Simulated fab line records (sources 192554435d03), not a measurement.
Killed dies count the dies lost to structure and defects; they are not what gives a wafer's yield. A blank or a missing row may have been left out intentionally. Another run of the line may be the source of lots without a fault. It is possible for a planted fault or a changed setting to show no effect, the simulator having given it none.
Chamber matching / flow n5_finfet / N5_MOL_CONTACT_COAG_ETCH_47 on rie_diel-01: 4 sister chambers
The step etches SiNx in CH3F/O2, stops on W, target depth 27 nm. 4 wafers are shown with their chamber, then 7 later ones without.

WAFERS WITH THEIR CHAMBER
wafer=L085.4; chamber=3; showerhead_plenum_p_Torr (Torr)=1.96
wafer=L085.5; chamber=0; showerhead_plenum_p_Torr (Torr)=2.02
wafer=L092.2; chamber=2; showerhead_plenum_p_Torr (Torr)=2.13
wafer=L092.4; chamber=1; showerhead_plenum_p_Torr (Torr)=2.12

WAFERS WITH NO CHAMBER GIVEN
wafer=L092.5; showerhead_plenum_p_Torr (Torr)=2.12
wafer=L096.2; showerhead_plenum_p_Torr (Torr)=2.12
wafer=L096.4; showerhead_plenum_p_Torr (Torr)=1.96
wafer=L096.6; showerhead_plenum_p_Torr (Torr)=2.12
wafer=L097.1; showerhead_plenum_p_Torr (Torr)=2.01
wafer=L097.2; showerhead_plenum_p_Torr (Torr)=2.12
wafer=L097.5; showerhead_plenum_p_Torr (Torr)=2.12

WHICH CHAMBER EACH ONE RAN IN
wafer=L092.5; from the rows above=1; in truth=1
wafer=L096.2; from the rows above=1; in truth=1
wafer=L096.4; from the rows above=3; in truth=3
wafer=L096.6; from the rows above=1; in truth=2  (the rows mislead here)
wafer=L097.1; from the rows above=0; in truth=0
wafer=L097.2; from the rows above=1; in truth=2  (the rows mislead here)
wafer=L097.5; from the rows above=1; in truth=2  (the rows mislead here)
4 of 7 placed correctly. From these rows, 0 cannot be placed. Placed wrongly: 3.
How it was worked out, from the rows above alone: a wafer's distance from a chamber is the root of the sum, over the readings, of the square of ((its reading less the chamber's mean) divided by the reading's scatter). If the next closest chamber is less than 2 further off than the closest, the wafer can't be placed; otherwise it belongs to the closest. A chamber's mean is the mean of its shown wafers. The scatter (one wafer shown for each chamber): square how far every hidden wafer sits from the nearest shown wafer, average those squares and take the square root.
